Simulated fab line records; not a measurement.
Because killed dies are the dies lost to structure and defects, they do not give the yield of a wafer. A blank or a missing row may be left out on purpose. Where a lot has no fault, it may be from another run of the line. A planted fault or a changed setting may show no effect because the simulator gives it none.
fab line records | flow nand-harc
record: lots: 13 | wafers: 39 | last-day: 25
route steps=1159 shown P_GATE@182 END@1159
lots that met no fault: taken from a fault-free run of the same line
start-h: the number of hours between the record's first day and the start of the first shown wafer of the lot | wait-h: hours from the lot's prior step to this one | " same as the row above | L1.1+2: a row that stands for several wafers | - value missing, or start not given | * or withheld: withheld | < > ~ a bound
route shown NAME@n: a module of which the file shows steps, and the number in the route of the first | usual: average and standard deviation across the fault-free wafers | same: alike in all rows | chamber/n: place in a boat | sites: readings site by site | _std_site: the standard deviation of these | _edge_site: mean of outer sites minus mean of inner sites | radius-mm: how far each site lies from the wafer's centre | mask NAME#n: copy n | behind: the tool/chamber that last shaped the wafer | hold: what put the lot on hold/how long, in hours/how the hold closed | device: transistor that didn't switch, given as n, p or np | end of line: at the end of the route, the tests of the same wafers | a step without rows: its recipe alone | killed: dies that structure and defects cost at the first sort, which is not the same as the wafer's yield | map: a wafer's dies, marking killed ones x, the rest . and places with no die _
set.NAME: the setting that was run; set.NAME@STEP: the one run at that earlier step | model.NAME: the simulator's own value behind a step, which no gauge read
steps of the route over a sample of lots; a table a step, a row a wafer
services: from which hour (start-h, from the record's first day; less than 0 if before it) a tool's chamber was out of use, for how many hours, and why
== steps ==
step: NHARC_P_GATE_EXPOSE_56
recipe: na: 0.6 | target-cd-nm: 720 | dose-mj: 14.81 | mask-id: P_PSD
lot.wafer  | tool           | chamber | start-h | wait-h | mask
L488.1+5+6 | krf-scanner-02 | 0       | 95.46   | -      | P_PSD#0
L489.1+2+3 | krf-scanner-03 | 0       | 104.68  | -      | P_PSD#0
L491.1+2+6 | krf-scanner-03 | 0       | 120.78  | -      | P_PSD_R1#0
L501.1+2+3 | krf-scanner-03 | 0       | 180.44  | -      | P_PSD#0
L500.1+3+5 | krf-scanner-01 | 0       | 181.09  | -      | P_PSD#0
L502.1+2+4 | krf-scanner-02 | 0       | 195.12  | -      | P_PSD#0
L506.1+3+4 | krf-scanner-03 | 0       | 209.89  | -      | P_PSD#0
L505.4+5+6 | krf-scanner-03 | 0       | 210.58  | -      | P_PSD#0
L508.1+3+6 | krf-scanner-03 | 0       | 217.04  | -      | P_PSD#0
L507.1+3+4 | krf-scanner-03 | 0       | 217.41  | -      | P_PSD#0
L509.3+5+6 | krf-scanner-01 | 0       | 229.75  | -      | P_PSD#0
L510.1+2+3 | krf-scanner-01 | 0       | 235.00  | -      | P_PSD#0
L511.1+3+4 | krf-scanner-03 | 0       | 244.64  | -      | P_PSD#0
step: NHARC_P_GATE_CD_MEAS_59
recipe: target-cd-nm: 720 | landing-energy-ev: 500
usual: cd-nm: 720.2/2.7
lot.wafer | tool      | chamber | start-h | wait-h | cd-nm
L488.1    | cd-sem-03 | 0       | 95.61   | -      | 722.0
L488.5    | "         | 0       | "       | "      | 717.9
L488.6    | "         | 0       | "       | "      | 719.3
L489.1    | cd-sem-01 | 0       | 104.83  | -      | 718.6
L489.2    | "         | 0       | "       | "      | 719.7
L489.3    | "         | 0       | "       | "      | 718.9
L491.1    | cd-sem-01 | 0       | 120.94  | -      | 777.6
L491.2    | "         | 0       | "       | "      | 777.6
L491.6    | "         | 0       | "       | "      | 783.4
L501.1    | cd-sem-01 | 0       | 180.60  | -      | 726.0
L501.2    | "         | 0       | "       | "      | 721.2
L501.3    | "         | 0       | "       | "      | 718.1
L500.1    | cd-sem-01 | 0       | 181.24  | -      | 715.6
L500.3    | "         | 0       | "       | "      | 718.1
L500.5    | "         | 0       | "       | "      | 720.0
L502.1    | cd-sem-02 | 0       | 195.28  | -      | 721.3
L502.2    | "         | 0       | "       | "      | 716.2
L502.4    | "         | 0       | "       | "      | 724.1
L506.1    | cd-sem-03 | 0       | 210.05  | -      | 716.9
L506.3    | "         | 0       | "       | "      | 718.4
L506.4    | "         | 0       | "       | "      | 720.5
L505.4    | cd-sem-03 | 0       | 210.73  | -      | 722.7
L505.5    | "         | 0       | "       | "      | 721.8
L505.6    | "         | 0       | "       | "      | 720.4
L508.1    | cd-sem-03 | 0       | 217.20  | -      | 719.3
L508.3    | "         | 0       | "       | "      | 717.8
L508.6    | "         | 0       | "       | "      | 720.4
L507.1    | cd-sem-03 | 0       | 217.57  | -      | 719.6
L507.3    | "         | 0       | "       | "      | 717.6
L507.4    | "         | 0       | "       | "      | 718.5
L509.3    | cd-sem-01 | 0       | 229.90  | -      | 720.0
L509.5    | "         | 0       | "       | "      | 721.9
L509.6    | "         | 0       | "       | "      | 725.1
L510.1    | cd-sem-02 | 0       | 235.16  | -      | 718.2
L510.2    | "         | 0       | "       | "      | 716.7
L510.3    | "         | 0       | "       | "      | 716.8
L511.1    | cd-sem-01 | 0       | 244.79  | -      | 720.2
L511.3    | "         | 0       | "       | "      | 723.2
L511.4    | "         | 0       | "       | "      | 721.0
step: NHARC_P_GATE_STRIP_112
recipe: power-w: 1500 | temp-c: 110 | time-s: 200 | chemistry: N2/H2
usual: drypump-motor-current-A: 5.9/0.4 | heater-power-w: 98/5.1
lot.wafer | tool            | chamber | start-h | wait-h | drypump-motor-current-A | heater-power-w | rf-hours-counter-h
L488.1    | plasma-asher-02 | 0       | 96.19   | 0.2    | 5.6                     | 96             | 29
L488.5    | "               | 1       | "       | "      | 6.3                     | 97             | -
L488.6    | "               | 0       | "       | "      | 5.6                     | 94             | -
L489.1    | plasma-asher-02 | 1       | 105.50  | 0.2    | 6.3                     | 96             | 33
L489.2    | "               | 0       | "       | "      | 5.6                     | 96             | 33
L489.3    | "               | 1       | "       | "      | 6.4                     | 97             | -
L491.1    | plasma-asher-01 | 1       | 121.51  | 0.2    | 6.1                     | 94             | 3
L491.2    | "               | 0       | "       | "      | 5.2                     | 84             | 3
L491.6    | "               | 1       | "       | "      | 6.1                     | 93             | -
L501.1    | plasma-asher-02 | 0       | 182.42  | 1.5    | 5.6                     | 95             | 68
L501.2    | "               | 1       | "       | "      | 6.4                     | 97             | 68
L501.3    | "               | 1       | "       | "      | 6.4                     | 99             | -
L500.1    | plasma-asher-02 | 0       | 192.03  | 10.4   | 5.6                     | 103            | 0
L500.3    | "               | 1       | "       | "      | 6.3                     | 99             | -
L500.5    | "               | 0       | "       | "      | 5.6                     | 104            | -
L502.1    | plasma-asher-02 | 0       | 197.49  | 1.6    | 5.6                     | 105            | 5
L502.2    | "               | 1       | "       | "      | 6.3                     | 98             | 5
L502.4    | "               | 0       | "       | "      | 5.6                     | 104            | -
L506.1    | plasma-asher-02 | 0       | 211.13  | 0.7    | 5.6                     | 105            | 18
L506.3    | "               | 1       | "       | "      | 6.3                     | 98             | -
L506.4    | "               | 0       | "       | "      | 5.6                     | 105            | -
L505.4    | plasma-asher-02 | 1       | 211.54  | 0.4    | 6.3                     | 98             | -
L505.5    | "               | 0       | "       | "      | 5.6                     | 103            | -
L505.6    | "               | 1       | "       | "      | 6.3                     | 97             | -
L508.1    | plasma-asher-02 | 1       | 217.74  | 0.2    | 6.4                     | 98             | 25
L508.3    | "               | 1       | "       | "      | 6.4                     | 98             | -
L508.6    | "               | 1       | "       | "      | 6.3                     | 100            | -
L507.1    | plasma-asher-02 | 1       | 218.16  | 0.2    | 6.4                     | 98             | 25
L507.3    | "               | 0       | "       | "      | 5.6                     | 103            | -
L507.4    | "               | 1       | "       | "      | 6.4                     | 98             | -
L509.3    | plasma-asher-02 | 1       | 230.62  | 0.3    | 6.3                     | 98             | -
L509.5    | "               | 1       | "       | "      | 6.3                     | 99             | -
L509.6    | "               | 0       | "       | "      | 5.6                     | 106            | -
L510.1    | plasma-asher-02 | 0       | 235.73  | 0.2    | 5.6                     | 105            | 35
L510.2    | "               | 1       | "       | "      | 6.3                     | 100            | 35
L510.3    | "               | 0       | "       | "      | 5.6                     | 104            | -
L511.1    | plasma-asher-02 | 1       | 245.41  | 0.2    | 6.4                     | 99             | 38
L511.3    | "               | 0       | "       | "      | 5.6                     | 104            | -
L511.4    | "               | 1       | "       | "      | 6.4                     | 98             | -
step: NHARC_P_GATE_STRIP_76
recipe: power-w: 1500 | temp-c: 250 | chemistry: O2
usual: drypump-motor-current-A: 5.9/0.4 | heater-power-w: 367/18
lot.wafer | tool            | chamber | start-h | wait-h | drypump-motor-current-A | heater-power-w | rf-hours-counter-h
L488.1    | plasma-asher-02 | 0       | 96.42   | 0.2    | 5.6                     | 362            | 29
L488.5    | "               | 1       | "       | "      | 6.3                     | 369            | -
L488.6    | "               | 0       | "       | "      | 5.6                     | 353            | -
L489.1    | plasma-asher-02 | 1       | 105.76  | 0.2    | 6.3                     | 374            | 33
L489.2    | "               | 0       | "       | "      | 5.6                     | 357            | 33
L489.3    | "               | 1       | "       | "      | 6.4                     | 368            | -
L491.1    | plasma-asher-01 | 1       | 121.77  | 0.2    | 6.2                     | 352            | 4
L491.2    | "               | 0       | "       | "      | 5.2                     | 313            | 4
L491.6    | "               | 1       | "       | "      | 6.2                     | 355            | -
L501.1    | plasma-asher-02 | 0       | 182.68  | 0.2    | 5.6                     | 363            | 69
L501.2    | "               | 1       | "       | "      | 6.3                     | 363            | 69
L501.3    | "               | 1       | "       | "      | 6.3                     | 367            | -
L500.1    | plasma-asher-02 | 0       | 192.29  | 0.2    | 5.6                     | 381            | 0
L500.3    | "               | 1       | "       | "      | 6.3                     | 365            | -
L500.5    | "               | 0       | "       | "      | 5.6                     | 387            | -
L502.1    | plasma-asher-02 | 0       | 197.75  | 0.2    | 5.6                     | 384            | 6
L502.2    | "               | 1       | "       | "      | 6.3                     | 375            | 6
L502.4    | "               | 0       | "       | "      | 5.6                     | 397            | -
L506.1    | plasma-asher-02 | 0       | 211.35  | 0.2    | 5.6                     | 387            | 19
L506.3    | "               | 1       | "       | "      | 6.3                     | 378            | -
L506.4    | "               | 0       | "       | "      | 5.6                     | 395            | -
L505.4    | plasma-asher-02 | 1       | 211.70  | 0.1    | 6.3                     | 385            | -
L505.5    | "               | 0       | "       | "      | 5.6                     | 388            | -
L505.6    | "               | 1       | "       | "      | 6.3                     | 371            | -
L508.1    | plasma-asher-02 | 1       | 218.00  | 0.2    | 6.4                     | 370            | 25
L508.3    | "               | 1       | "       | "      | 6.4                     | 371            | -
L508.6    | "               | 1       | "       | "      | 6.4                     | 368            | -
L507.1    | plasma-asher-02 | 1       | 218.38  | 0.2    | 6.3                     | 366            | 25
L507.3    | "               | 0       | "       | "      | 5.6                     | 383            | -
L507.4    | "               | 1       | "       | "      | 6.4                     | 371            | -
L509.3    | plasma-asher-02 | 1       | 230.82  | 0.2    | 6.4                     | 374            | -
L509.5    | "               | 1       | "       | "      | 6.4                     | 365            | -
L509.6    | "               | 0       | "       | "      | 5.6                     | 390            | -
L510.1    | plasma-asher-02 | 0       | 235.99  | 0.2    | 5.6                     | 394            | 35
L510.2    | "               | 1       | "       | "      | 6.3                     | 351            | 35
L510.3    | "               | 0       | "       | "      | 5.6                     | 377            | -
L511.1    | plasma-asher-02 | 1       | 245.64  | 0.2    | 6.3                     | 371            | 38
L511.3    | "               | 0       | "       | "      | 5.6                     | 381            | -
L511.4    | "               | 1       | "       | "      | 6.3                     | 375            | -
step: NHARC_P_GATE_STRIP_113
recipe: power-w: 1500 | temp-c: 110 | time-s: 740 | chemistry: N2/H2
usual: drypump-motor-current-A: 5.9/0.4 | heater-power-w: 98/5.1
lot.wafer | tool            | chamber | start-h | wait-h | drypump-motor-current-A | heater-power-w | rf-hours-counter-h
L488.1    | plasma-asher-02 | 1       | 97.85   | 0.3    | 6.3                     | 96             | 29
L488.5    | "               | 0       | "       | "      | 5.6                     | 96             | -
L488.6    | "               | 1       | "       | "      | 6.4                     | 97             | -
L489.1    | plasma-asher-02 | 0       | 107.20  | 0.2    | 5.6                     | 96             | 34
L489.2    | "               | 1       | "       | "      | 6.3                     | 97             | 34
L489.3    | "               | 1       | "       | "      | 6.4                     | 99             | -
L491.2    | plasma-asher-02 | 0       | 123.25  | 0.2    | 5.6                     | 99             | 38
L491.1    | "               | 1       | "       | "      | 6.3                     | 95             | 38
L491.6    | "               | 1       | "       | "      | 6.3                     | 98             | -
L501.1    | plasma-asher-02 | 0       | 192.68  | 8.8    | 5.6                     | 104            | 1
L501.2    | "               | 1       | "       | "      | 6.3                     | 96             | 1
L501.3    | "               | 1       | "       | "      | 6.3                     | 101            | -
L500.1    | plasma-asher-02 | 0       | 195.10  | 1.5    | 5.6                     | 105            | 3
L500.3    | "               | 0       | "       | "      | 5.6                     | 104            | -
L500.5    | "               | 1       | "       | "      | 6.4                     | 101            | -
L502.2    | plasma-asher-02 | 1       | 199.23  | 0.3    | 6.3                     | 102            | 7
L502.1    | "               | 0       | "       | "      | 5.6                     | 103            | 7
L502.4    | "               | 0       | "       | "      | 5.6                     | 103            | -
L506.1    | plasma-asher-02 | 0       | 213.15  | 0.7    | 5.6                     | 102            | 20
L506.3    | "               | 0       | "       | "      | 5.6                     | 101            | -
L506.4    | "               | 1       | "       | "      | 6.4                     | 99             | -
L505.4    | plasma-asher-02 | 1       | 214.44  | 1.4    | 6.4                     | 100            | -
L505.6    | "               | 1       | "       | "      | 6.4                     | 97             | -
L505.5    | "               | 0       | "       | "      | 5.6                     | 105            | -
L508.1    | plasma-asher-02 | 0       | 219.58  | 0.3    | 5.6                     | 102            | 26
L508.3    | "               | 1       | "       | "      | 6.3                     | 100            | -
L508.6    | "               | 0       | "       | "      | 5.6                     | 103            | -
L507.1    | plasma-asher-02 | 0       | 220.36  | 0.7    | 5.6                     | 105            | 26
L507.4    | "               | 1       | "       | "      | 6.3                     | 99             | -
L507.3    | "               | 0       | "       | "      | 5.6                     | 104            | -
L509.3    | plasma-asher-02 | 0       | 232.76  | 0.6    | 5.6                     | 106            | -
L509.5    | "               | 1       | "       | "      | 6.3                     | 99             | -
L509.6    | "               | 0       | "       | "      | 5.6                     | 103            | -
L510.1    | plasma-asher-01 | 0       | 237.49  | 0.2    | 5.2                     | 84             | 13
L510.2    | "               | 1       | "       | "      | 6.2                     | 95             | 13
L510.3    | "               | 0       | "       | "      | 5.2                     | 81             | -
L511.1    | plasma-asher-02 | 1       | 246.95  | 0.2    | 6.3                     | 101            | 39
L511.3    | "               | 1       | "       | "      | 6.3                     | 99             | -
L511.4    | "               | 0       | "       | "      | 5.6                     | 104            | -
step: NHARC_END_SORT_01
recipe: temp-c: 25
usual: killed-at-array: 29/10 | killed-at-other: 0.7/1.1 | killed-at-periphery: 3.3/2.4 | killed-dies: 33/11 | killed-open: 3.3/2 | killed-short: 1.9/1.3
same: gross-dies: 677
lot.wafer | tool      | chamber | start-h | wait-h | killed-at-array | killed-at-other | killed-at-periphery | killed-dies | killed-open | killed-short
L489.1    | prober-02 | 0       | 435.16  | 2.5    | 32              | 3               | 3                   | 38          | 4           | 3
L489.2    | prober-02 | 0       | 435.97  | 2.8    | 37              | 0               | 2                   | 39          | 2           | 4
L489.3    | prober-02 | 0       | 436.78  | 3.1    | 29              | 0               | 0                   | 29          | 0           | 0
L488.1    | prober-02 | 0       | 445.50  | 2.5    | 22              | 0               | 5                   | 27          | 4           | 2
L488.5    | prober-02 | 0       | 448.69  | 3.7    | 11              | 0               | 5                   | 16          | 3           | 1
L488.6    | prober-02 | 0       | 449.48  | 4.0    | 23              | 1               | 4                   | 28          | 6           | 2
L491.1    | prober-01 | 0       | 445.51  | 2.5    | 21              | 0               | 8                   | 29          | 2           | 4
L491.2    | prober-01 | 0       | 446.31  | 2.8    | 26              | 0               | 3                   | 29          | 4           | 5
L502.1    | prober-02 | 0       | 549.52  | 2.5    | 40              | 0               | 4                   | 44          | 5           | 2
L502.2    | prober-02 | 0       | 550.32  | 2.8    | 35              | 1               | 4                   | 40          | 5           | 2
L502.4    | prober-02 | 0       | 551.91  | 3.4    | 27              | 0               | 5                   | 32          | 5           | 1
L505.4    | prober-02 | 0       | 567.93  | 3.4    | 28              | 0               | 3                   | 31          | 4           | 2
L505.5    | prober-02 | 0       | 568.72  | 3.7    | 25              | 1               | 4                   | 30          | 7           | 3
L505.6    | prober-02 | 0       | 569.51  | 3.9    | 38              | 2               | 3                   | 43          | 8           | 6
L507.1    | prober-01 | 0       | 574.35  | 2.5    | 20              | 0               | 5                   | 25          | 4           | 2
L507.3    | prober-01 | 0       | 575.95  | 3.1    | 8               | 1               | 1                   | 10          | 2           | 0
L507.4    | prober-01 | 0       | 576.76  | 3.4    | 15              | 1               | 0                   | 16          | 2           | 2
L510.1    | prober-02 | 0       | 581.09  | 2.5    | 39              | 0               | 9                   | 48          | 7           | 4
L510.2    | prober-02 | 0       | 581.87  | 2.8    | 31              | 0               | 2                   | 33          | 4           | 1
L510.3    | prober-02 | 0       | 582.65  | 3.1    | 35              | 0               | 2                   | 37          | 6           | 2
L509.3    | prober-01 | 0       | 583.79  | 3.1    | 45              | 0               | 5                   | 50          | 3           | 1
L509.5    | prober-01 | 0       | 585.41  | 3.7    | 46              | 4               | 2                   | 52          | 1           | 2
L509.6    | prober-01 | 0       | 586.22  | 4.1    | 45              | 0               | 5                   | 50          | 5           | 1
killed by level:class
L489.1 A_CHANNEL_HOLE_D1:chamber-film-flake=15 A_SLIT:chamber-film-flake=6 A_CONTACT:chamber-film-flake=3 A_WL_FILL:chamber-film-flake=2 THIN_TSV:chamber-film-flake=2 P_STI:geometric-particle:open=1 P_GATE:geometric-particle:open=1 A_ONON_D1:geometric-particle:open=1
L489.2 A_CHANNEL_HOLE_D1:chamber-film-flake=12 A_SLIT:chamber-film-flake=12 A_CONTACT:geometric-particle:short=3 A_WL_FILL:chamber-film-flake=3 A_BONDPAD:chamber-film-flake=2 P_M0:geometric-particle:open=1 A_WL_FILL:geometric-particle:short=1 A_CONTACT:geometric-particle:open=1
L489.3 A_CHANNEL_HOLE_D1:chamber-film-flake=11 A_SLIT:chamber-film-flake=11 A_WL_FILL:chamber-film-flake=3 A_CONTACT:chamber-film-flake=2 A_STAIRCASE:chamber-film-flake=2
L488.1 A_SLIT:chamber-film-flake=10 A_CONTACT:chamber-film-flake=4 P_ZERO_WELL:chamber-film-flake=3 A_STAIRCASE:chamber-film-flake=2 A_CHANNEL_HOLE_D1:chamber-film-flake=2 P_GATE:geometric-particle:open=1 P_M2:geometric-particle:short=1 A_CHANNEL_FILL_D1:geometric-particle:open=1
L491.1 A_SLIT:chamber-film-flake=9 P_GATE:area-expose=4 A_CHANNEL_FILL_D1:chamber-film-flake=3 A_M0:geometric-particle:short=2 P_GATE:chamber-film-flake=2 A_CHANNEL_HOLE_D1:chamber-film-flake=2 P_M1:geometric-particle:short=1 A_SGD_CUT:geometric-particle:open=1
L491.2 A_SLIT:chamber-film-flake=13 A_BLC:geometric-particle:short=2 A_CHANNEL_HOLE_D1:chamber-film-flake=2 A_SOURCE_PLATE:geometric-particle:short=1 A_ONON_D1:geometric-particle:short=1 A_CHANNEL_FILL_D1:geometric-particle:short=1 A_WL_FILL:geometric-particle:open=1 A_CONTACT:geometric-particle:open=1
L488.5 P_ZERO_WELL:chamber-film-flake=5 A_SLIT:chamber-film-flake=5 A_CONTACT:geometric-particle:open=2 A_ONON_D1:geometric-particle:short=1 A_M0:geometric-particle:open=1 A_CONTACT:chamber-film-flake=1 A_BONDPAD:chamber-film-flake=1
L488.6 A_SLIT:chamber-film-flake=8 A_STAIRCASE:chamber-film-flake=4 A_CONTACT:chamber-film-flake=3 P_ZERO_WELL:chamber-film-flake=2 P_CONTACT:geometric-particle:open=1 A_ONON_D1:geometric-particle:short=1 A_CHANNEL_FILL_D1:geometric-particle:open=1 A_STAIRCASE:geometric-particle:open=1
L502.1 A_CHANNEL_HOLE_D1:chamber-film-flake=25 A_STAIRCASE:chamber-film-flake=7 A_M0:geometric-particle:open=3 P_CONTACT:chamber-film-flake=2 P_GATE:geometric-particle:open=1 A_SOURCE_PLATE:geometric-particle:open=1 A_SOURCE_PLATE:geometric-particle:short=1 A_M0:geometric-particle:short=1
L502.2 A_CHANNEL_HOLE_D1:chamber-film-flake=22 A_STAIRCASE:chamber-film-flake=5 A_CONTACT:geometric-particle:open=3 A_WL_FILL:geometric-particle:short=2 P_STI:chamber-film-flake=2 P_GATE:geometric-particle:open=1 A_SGD_CUT:geometric-particle:open=1 P_CONTACT:chamber-film-flake=1
L502.4 A_CHANNEL_HOLE_D1:chamber-film-flake=18 A_STAIRCASE:chamber-film-flake=4 P_M0:geometric-particle:open=2 P_CONTACT:chamber-film-flake=2 A_WL_FILL:chamber-film-flake=2 P_CONTACT:geometric-particle:open=1 A_SOURCE_PLATE:geometric-particle:open=1 A_ONON_D1:geometric-particle:short=1
L505.4 A_SLIT:chamber-film-flake=12 A_CHANNEL_HOLE_D1:chamber-film-flake=10 A_CONTACT:geometric-particle:open=2 P_GATE:chamber-film-flake=2 P_CONTACT:geometric-particle:open=1 A_CHANNEL_FILL_D1:geometric-particle:short=1 A_WL_FILL:geometric-particle:short=1 A_M0:geometric-particle:open=1
L505.5 A_SLIT:chamber-film-flake=11 A_CHANNEL_HOLE_D1:chamber-film-flake=4 P_CONTACT:geometric-particle:open=2 A_STAIRCASE:chamber-film-flake=2 A_CONTACT:chamber-film-flake=2 P_GATE:geometric-particle:open=1 P_M0:geometric-particle:open=1 A_ONON_D1:geometric-particle:open=1
L505.6 A_SLIT:chamber-film-flake=18 A_CHANNEL_HOLE_D1:chamber-film-flake=5 A_WL_FILL:geometric-particle:short=3 A_STAIRCASE:chamber-film-flake=3 STARTING-WAFER:geometric-particle:open=2 P_GATE:geometric-particle:open=1 P_CONTACT:geometric-particle:open=1 A_ONON_D1:geometric-particle:short=1
L507.1 A_CHANNEL_HOLE_D1:chamber-film-flake=7 A_CONTACT:chamber-film-flake=5 A_SLIT:chamber-film-flake=4 P_ZERO_WELL:chamber-film-flake=2 P_GATE:geometric-particle:open=1 P_CONTACT:geometric-particle:short=1 P_CONTACT:geometric-particle:open=1 A_WL_FILL:geometric-particle:short=1
L507.3 A_CHANNEL_HOLE_D1:chamber-film-flake=4 A_CONTACT:geometric-particle:open=2 A_SLIT:chamber-film-flake=2 P_BONDPAD:chamber-film-flake=1 THIN_TSV:chamber-film-flake=1
L507.4 A_CHANNEL_HOLE_D1:chamber-film-flake=5 A_CONTACT:chamber-film-flake=3 A_ONON_D1:geometric-particle:short=2 A_SLIT:chamber-film-flake=2 A_ONON_D1:geometric-particle:open=1 A_CONTACT:geometric-particle:open=1 A_STAIRCASE:chamber-film-flake=1 THIN_TSV:chamber-film-flake=1
L510.1 A_SLIT:chamber-film-flake=16 A_CHANNEL_HOLE_D1:chamber-film-flake=11 P_CONTACT:geometric-particle:open=3 P_ZERO_WELL:chamber-film-flake=2 A_CHANNEL_FILL_D1:chamber-film-flake=2 A_STAIRCASE:chamber-film-flake=2 P_GATE:geometric-particle:short=1 P_CONTACT:geometric-particle:short=1
L510.2 A_SLIT:chamber-film-flake=15 A_STAIRCASE:chamber-film-flake=5 A_CHANNEL_HOLE_D1:chamber-film-flake=4 A_WL_FILL:chamber-film-flake=4 P_CONTACT:geometric-particle:open=1 P_M0:geometric-particle:open=1 A_SOURCE_PLATE:geometric-particle:open=1 A_WL_FILL:geometric-particle:short=1
L510.3 A_SLIT:chamber-film-flake=15 A_CHANNEL_HOLE_D1:chamber-film-flake=8 A_WL_FILL:chamber-film-flake=3 A_CHANNEL_FILL_D1:geometric-particle:short=2 A_BLC:geometric-particle:open=2 A_STAIRCASE:chamber-film-flake=2 P_CONTACT:geometric-particle:open=1 A_CHANNEL_FILL_D1:geometric-particle:open=1
L509.3 A_CHANNEL_HOLE_D1:chamber-film-flake=20 A_SLIT:chamber-film-flake=19 P_ZERO_WELL:chamber-film-flake=2 P_M2:chamber-film-flake=2 A_STAIRCASE:chamber-film-flake=2 P_CONTACT:geometric-particle:short=1 A_CHANNEL_FILL_D1:geometric-particle:open=1 A_WL_FILL:geometric-particle:open=1
L509.5 A_CHANNEL_HOLE_D1:chamber-film-flake=22 A_SLIT:chamber-film-flake=18 THIN_TSV:chamber-film-flake=3 A_CONTACT:chamber-film-flake=2 A_STAIRCASE:chamber-film-flake=2 P_GATE:geometric-particle:open=1 A_SOURCE_PLATE:geometric-particle:short=1 A_CONTACT:geometric-particle:short=1
L509.6 A_CHANNEL_HOLE_D1:chamber-film-flake=18 A_SLIT:chamber-film-flake=18 A_CONTACT:chamber-film-flake=3 A_M0:geometric-particle:open=2 P_ZERO_WELL:chamber-film-flake=2 P_STI:geometric-particle:open=1 P_M0:geometric-particle:open=1 A_ONON_D1:geometric-particle:short=1
== services ==
tool            | chamber | start-h | hours | kind
krf-scanner-01  | -       | 84.00   | 4.0   | pm
plasma-asher-01 | -       | 99.62   | 9.0   | pm
plasma-asher-01 | 0       | 99.62   | 9.0   | vent-cycle
plasma-asher-01 | 1       | 99.62   | 9.0   | vent-cycle
krf-scanner-02  | 0       | 100.18  | -     | calibration
plasma-asher-02 | -       | 103.02  | 0.3   | repair
plasma-asher-01 | 0       | 108.62  | -     | clean
plasma-asher-01 | 1       | 108.62  | -     | clean
krf-scanner-01  | -       | 115.40  | 1.9   | repair
krf-scanner-03  | -       | 125.48  | 2.1   | repair
krf-scanner-01  | 0       | 128.04  | -     | calibration
krf-scanner-03  | 0       | 139.78  | -     | calibration
krf-scanner-02  | -       | 142.97  | 2.0   | repair
plasma-asher-01 | -       | 150.85  | 83.2  | repair
krf-scanner-02  | -       | 154.02  | 0.8   | repair
krf-scanner-03  | -       | 168.00  | 4.0   | pm
plasma-asher-02 | -       | 183.03  | 9.0   | pm
plasma-asher-02 | 0       | 183.03  | 9.0   | vent-cycle
plasma-asher-02 | 1       | 183.03  | 9.0   | vent-cycle
plasma-asher-02 | 0       | 192.03  | -     | clean
plasma-asher-02 | 1       | 192.03  | -     | clean
krf-scanner-02  | -       | 210.00  | 4.0   | pm
== key ==
first-sign: step: NHARC_P_GATE_EXPOSE_56 | reading: mask | direction: changed
effect: step: NHARC_P_GATE_CD_MEAS_59 | reading: cd-nm | direction: up | sigmas: 22 | usual: 720.2 | struck: 779.5
met-at NHARC_P_GATE_EXPOSE_56
struck-lots L491
tester-left-out L491
not-acting-at NHARC_P_GATE_STRIP_112,NHARC_P_GATE_STRIP_76,NHARC_P_GATE_STRIP_113
onset-between 104.68 120.78
fault: kind: wrong-mask | tool: any | chamber: - | onset-h: 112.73 | steps: NHARC_P_GATE_EXPOSE_56 | aux-copy: P_PSD_R1#0 | cd-offset-nm: 61.432 | scope: struck-lots-only
tester-left-out: of these lots the tester's yield and bins aren't shown, on N5 and GAA mostly nor the transistor test; their killed dies are dies lost to structure and defects alone, not to doping, threshold or leakage, so they don't give the yield
